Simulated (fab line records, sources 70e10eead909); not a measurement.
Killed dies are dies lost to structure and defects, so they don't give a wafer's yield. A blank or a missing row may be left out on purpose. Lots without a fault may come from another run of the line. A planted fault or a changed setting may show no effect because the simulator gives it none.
Chamber matching | flow nand_harc | NHARC_A_STAIRCASE_TRIM_196 on rie_diel-03: 4 sister chambers
The step chemistry O2, time 211.2 s. 14 wafers are shown with their chamber, then 7 later ones without.

WAFERS WITH THEIR CHAMBER
wafer  | chamber | showerhead_plenum_p_Torr (Torr) | drypump_motor_current_A (A) | rf_vpp_V (V)
L074.4 | 3       | 3.63                            | 6.1                         | 58.1
L074.5 | 2       | 3.60                            | 5.8                         | 57.6
L074.6 | 1       | 3.77                            | 5.8                         | 58.6
L076.1 | 2       | 3.60                            | 5.7                         | 58.5
L076.2 | 3       | 3.63                            | 6.1                         | 57.1
L076.6 | 1       | 3.77                            | 5.8                         | 59.8
L081.2 | 0       | 3.59                            | 5.5                         | 56.7
L081.3 | 1       | 3.76                            | 5.8                         | 58.1
L081.4 | 2       | 3.59                            | 5.7                         | 57.5
L082.1 | 2       | 3.59                            | 5.8                         | 58.2
L082.5 | 3       | 3.62                            | 6.0                         | 59.9
L082.6 | 2       | 3.59                            | 5.8                         | 56.7
L086.1 | 3       | 3.61                            | 6.1                         | 59.6
L086.2 | 1       | 3.75                            | 5.8                         | 58.3

SIGNATURES (means of the wafers above)
reading                  | chamber 0 | chamber 1 | chamber 2 | chamber 3 | scatter within a chamber
showerhead_plenum_p_Torr | 3.5900    | 3.7625    | 3.5940    | 3.6225    | 0.00819
drypump_motor_current_A  | 5.500     | 5.800     | 5.760     | 6.075     | 0.0442
rf_vpp_V                 | 56.700    | 58.700    | 57.700    | 58.675    | 0.941
Rule: a wafer's distance from a chamber is the root of the sum, over the readings, of the square of ((its reading less the chamber's mean) divided by the reading's scatter). The wafer belongs to the nearest chamber; if the next one is less than 2 further off, it can't be placed. The scatter: the root of (the sum of the squares of (reading less its chamber's mean) over the shown wafers, divided by (wafers less chambers)).

WAFERS WITHOUT THEIR CHAMBER
wafer  | showerhead_plenum_p_Torr (Torr) | drypump_motor_current_A (A) | rf_vpp_V (V)
L086.4 | 3.59                            | 5.7                         | 57.9
L089.1 | 3.58                            | 5.8                         | 58.5
L089.4 | 3.75                            | 5.8                         | 58.8
L089.5 | 3.58                            | 5.5                         | 57.3
L093.1 | 3.58                            | 5.8                         | 59.5
L093.3 | 3.60                            | 6.1                         | 58.9
L093.4 | 3.58                            | 5.8                         | 58.9

WHICH CHAMBER EACH WENT THROUGH
wafer  | from the rows above | in truth
L086.4 | 2                   | 2
L089.1 | 2                   | 2
L089.4 | 1                   | 1
L089.5 | 0                   | 0
L093.1 | 2                   | 2
L093.3 | 3                   | 3
L093.4 | 2                   | 2
Placed correctly: 7 of 7. Can't be placed from these rows: 0. Placed wrongly: 0.
